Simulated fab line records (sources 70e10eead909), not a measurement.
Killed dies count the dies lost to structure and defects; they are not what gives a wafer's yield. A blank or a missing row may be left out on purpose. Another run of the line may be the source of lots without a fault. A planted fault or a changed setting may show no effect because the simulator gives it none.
Chamber matching + flow nand_harc + cmp-01 running NHARC_A_SGD_CUT_CMP_21: 4 sister chambers
The step polishes, target thk 148.19 nm. 4 wafers are shown with their chamber, then 8 later ones without.

WAFERS PAIRED WITH THEIR CHAMBERS
| wafer  | chamber | motor_current_A (A) |
|--------|---------|---------------------|
| L077.6 | 2       | 14.0                |
| L087.4 | 1       | 13.6                |
| L087.6 | 0       | 11.6                |
| L087.1 | 3       | 13.6                |

WAFERS WITH NO CHAMBER GIVEN
| wafer  | motor_current_A (A) |
|--------|---------------------|
| L087.2 | 13.8                |
| L087.5 | 12.5                |
| L094.1 | 12.4                |
| L094.2 | 13.5                |
| L094.6 | 12.7                |
| L094.3 | 13.3                |
| L094.4 | 11.8                |
| L094.5 | 13.5                |

THE CHAMBER EACH PASSED THROUGH
| wafer  | from the rows above               | in truth |
|--------|-----------------------------------|----------|
| L087.2 | can't be placed: 2 or 1 or 3      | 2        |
| L087.5 | can't be placed: 0 or 1 or 3 or 2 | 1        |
| L094.1 | can't be placed: 0 or 1 or 3 or 2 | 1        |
| L094.2 | can't be placed: 1 or 3 or 2      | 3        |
| L094.6 | can't be placed: 1 or 3 or 0 or 2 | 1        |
| L094.3 | can't be placed: 1 or 3 or 2      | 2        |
| L094.4 | 0                                 | 0        |
| L094.5 | can't be placed: 1 or 3 or 2      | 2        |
Correct placement for 1 of the 8. From these rows, 7 cannot be placed; in 7 the true chamber is one of the candidates. Wrongly placed: 0.
How it was worked out, from the rows above alone: a wafer's distance from a chamber is the root of the sum, over the readings, of the square of ((its reading less the chamber's mean) divided by the reading's scatter). If the next closest chamber is less than 2 further off than the closest, the wafer can't be placed; otherwise it belongs to the closest. A chamber's mean is the mean of its shown wafers. The scatter: with one shown wafer a chamber, the root of the mean of the squares of how far each hidden wafer lies from its nearest shown one.
